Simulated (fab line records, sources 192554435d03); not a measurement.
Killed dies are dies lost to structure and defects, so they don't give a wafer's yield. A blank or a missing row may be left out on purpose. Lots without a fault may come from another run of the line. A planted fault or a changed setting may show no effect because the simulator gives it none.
Which tool did it? | flow n5_finfet | 9 lots, 25 wafers sampled, at 2 steps of a route of 1938

WHAT THE GAUGES READ, wafer by wafer
N5_BEOL_M0_CUTY_CD_MEAS_57: target cd 200 nm.
lot  | measured     | on        | cd_nm (nm)
L501 | day 5 18:34  | cd_sem-03 | 199.4 201.0 201.0
L502 | day 6 04:40  | cd_sem-01 | 199.7 199.3 199.2
L507 | day 7 05:43  | cd_sem-01 | 199.6 198.9 200.4
L508 | day 7 12:01  | cd_sem-03 | 201.1 200.7 201.7
L510 | day 7 23:22  | cd_sem-01 | 200.4 201.2 200.5
L512 | day 8 19:15  | cd_sem-02 | 200.4 199.9 200.0
L513 | day 8 19:56  | cd_sem-01 | 200.9 200.6 200.0
L521 | day 11 02:42 | cd_sem-01 | 199.5 199.2
L523 | day 11 06:47 | cd_sem-02 | 199.6 199.8

WHICH TOOL RAN EACH LOT (tool, then ch and the chambers of the sampled wafers, then the start)
lot  | N5_BEOL_M0_SAQP_ALD_48
L501 | ald_sin-04 ch 0,1,3, day 5 17:29
L502 | ald_sin-04 ch 0,1,3, day 6 03:46
L507 | ald_sin-04 ch 0,3, day 7 04:49
L508 | ald_sin-02 ch 0,2,3, day 7 10:58
L510 | ald_sin-03 ch 1,3, day 7 22:20
L512 | ald_sin-03 ch 0,1,3, day 8 18:14
L513 | ald_sin-03 ch 0,1,2, day 8 19:02
L521 | ald_sin-02 ch 0,1, day 11 01:45
L523 | ald_sin-02 ch 0,2, day 11 05:48
- N5_BEOL_M0_SAQP_ALD_48: deposits SiO2, target thk 20 nm, pulse time 1 s, co reactant pulse time 1 s.

THE ANSWER, worked out from the rows above alone
Rule: what is usual is taken from the lots themselves. Put in order of their means at a reading, lots are off if they are a third of the lots or fewer, leave a main group of 4 or more, and stand apart from it by a gap of 3 or more times the standard deviation of the main group's means; of several such gaps the widest counts. A main group whose means are all the same, to the digits that the tables above print for the reading, isn't used. A lot without any number at a reading at which 4 lots or more have one is off too. The other lots that the step has rows for count as sound.
No lot is off at any reading shown: from this, nothing can be told.

WHAT THE SIMULATOR HAD PUT IN
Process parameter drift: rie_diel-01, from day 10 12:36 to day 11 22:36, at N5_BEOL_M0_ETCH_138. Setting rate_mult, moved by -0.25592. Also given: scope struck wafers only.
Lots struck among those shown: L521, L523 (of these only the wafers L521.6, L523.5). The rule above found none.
